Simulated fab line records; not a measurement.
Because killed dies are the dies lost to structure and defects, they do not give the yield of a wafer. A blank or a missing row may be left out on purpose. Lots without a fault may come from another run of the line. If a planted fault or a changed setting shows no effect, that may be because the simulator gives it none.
A single fault, viewed from 2 desks / flow n5Finfet / every desk sees just its own numbers, and what lay behind them comes last

METROLOGY DESK
Means of the sampled wafers that have a number, per lot and without regard to the tool the lot ran on: this is what the gauges read. The brackets show how far a lot's mean lies from the usual mean; more than 4 standard deviations puts the lot out of limits, marked OUT. 7 of its 16 readings are shown: the first one out of limits and those lying furthest out on some lot.
Columns: A = RS_SD_N at N5_SD_ACTIVATION_RS_MEAS_03, usual 21.88 ohm/sq; B = ION_N at N5_BEOL_M4_RC_MEAS_101, usual 674 uA/um; C = ION_P at N5_BEOL_M4_RC_MEAS_101, usual 459 uA/um; D = REXT_N at N5_BEOL_M4_RC_MEAS_101, usual 74.9 ohm.um; E = REXT_P at N5_BEOL_M4_RC_MEAS_101, usual 100.7 ohm.um; F = VT_N at N5_BEOL_M4_RC_MEAS_101, usual 250 mV; G = VT_N_LVT at N5_BEOL_M4_RC_MEAS_101, usual 98 mV
lot=L466; first seen here=day 5 06:58; A=22.98; B=598 (-5.4) OUT; C=435; D=102.4 (+18) OUT; E=115.8 (+6.9) OUT; F=264; G=111
lot=L467; first seen here=day 5 14:03; A=23.09 (+4.3) OUT; B=593 (-5.8) OUT; C=430; D=106.3 (+21) OUT; E=115.5 (+6.7) OUT; F=263; G=113 (+4.0) OUT
lot=L468; first seen here=day 5 23:19; A=22.81; B=595 (-5.6) OUT; C=426; D=101.8 (+18) OUT; E=117.0 (+7.4) OUT; F=263; G=112
lot=L478; first seen here=day 8 05:15; A=21.57; B=680; C=462; D=72.7; E=98.4; F=248; G=95
lot=L482; first seen here=day 9 04:40; A=21.57; B=682; C=455; D=75.8; E=99.4; F=248; G=96
This desk's finding: out of limits on L466, L467, L468; first on L467, day 5 14:03 (RS_SD_N at N5_SD_ACTIVATION_RS_MEAS_03). L478, L482: within limits.

THE TOOL OWNER'S DESK: rtpAnneal-01
Per lot that ran on this tool, the mean of the sampled wafers carrying a number, from the tool's own readings at N5_SD_ACTIVATION_RTA_00 (time 0 s). The brackets show how far a lot's mean lies from the usual mean; more than 4 standard deviations puts the lot out of limits, marked OUT. 7 of its 9 readings are shown: the first one out of limits and those lying furthest out on some lot.
Columns: A = lampPowerPct at N5_SD_ACTIVATION_RTA_00, usual 8.95 %; B = lamp_zone_1_pct at N5_SD_ACTIVATION_RTA_00, usual 8.947 %; C = lamp_zone_2_pct at N5_SD_ACTIVATION_RTA_00, usual 8.951 %; D = lamp_zone_3_pct at N5_SD_ACTIVATION_RTA_00, usual 8.952 %; E = lamp_zone_4_pct at N5_SD_ACTIVATION_RTA_00, usual 8.950 %; F = lamp_zone_6_pct at N5_SD_ACTIVATION_RTA_00, usual 8.877 %; G = lamp_zone_7_pct at N5_SD_ACTIVATION_RTA_00, usual 9.350 %
lot=L466; first seen here=day 5 06:34; A=8.06 (-17) OUT; B=8.025 (-35) OUT; C=7.995 (-42) OUT; D=8.030 (-34) OUT; E=8.010 (-35) OUT; F=7.975 (-38) OUT; G=8.368 (-39) OUT
lot=L467; first seen here=day 5 13:41; A=8.03 (-18) OUT; B=8.029 (-35) OUT; C=8.014 (-41) OUT; D=8.017 (-35) OUT; E=8.035 (-34) OUT; F=7.939 (-39) OUT; G=8.380 (-39) OUT
lot=L468; first seen here=day 5 22:55; A=8.05 (-17) OUT; B=8.035 (-35) OUT; C=8.033 (-40) OUT; D=8.002 (-35) OUT; E=8.017 (-35) OUT; F=7.958 (-38) OUT; G=8.364 (-39) OUT
lot=L482; first seen here=day 9 04:16; A=8.99; B=8.930; C=8.969; D=8.960; E=8.925; F=8.873; G=9.372
This desk's verdict: out of limits on L466, L467, L468, starting with L466 at day 5 06:34 (lampPowerPct at N5_SD_ACTIVATION_RTA_00). L482: within limits.

BROUGHT TOGETHER
At day 5 06:34, on L466, L467, L468, the tool owner's desk was in a position to raise an alarm.
On L466, L467, L468, the metrology desk was in a position to raise an alarm at day 5 14:03.
The lots listed all ran N5_SD_ACTIVATION_RTA_00 on rtpAnneal-01.

WHAT WAS PUT IN BY THE SIMULATOR
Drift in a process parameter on rtpAnneal-01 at N5_SD_ACTIVATION_RTA_00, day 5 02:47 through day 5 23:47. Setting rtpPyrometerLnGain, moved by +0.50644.
Shown lots that were struck: L466, L467, L468.
Fault start to first reading out of limits, in hours, per desk: tool owner, 4; metrology, 11.
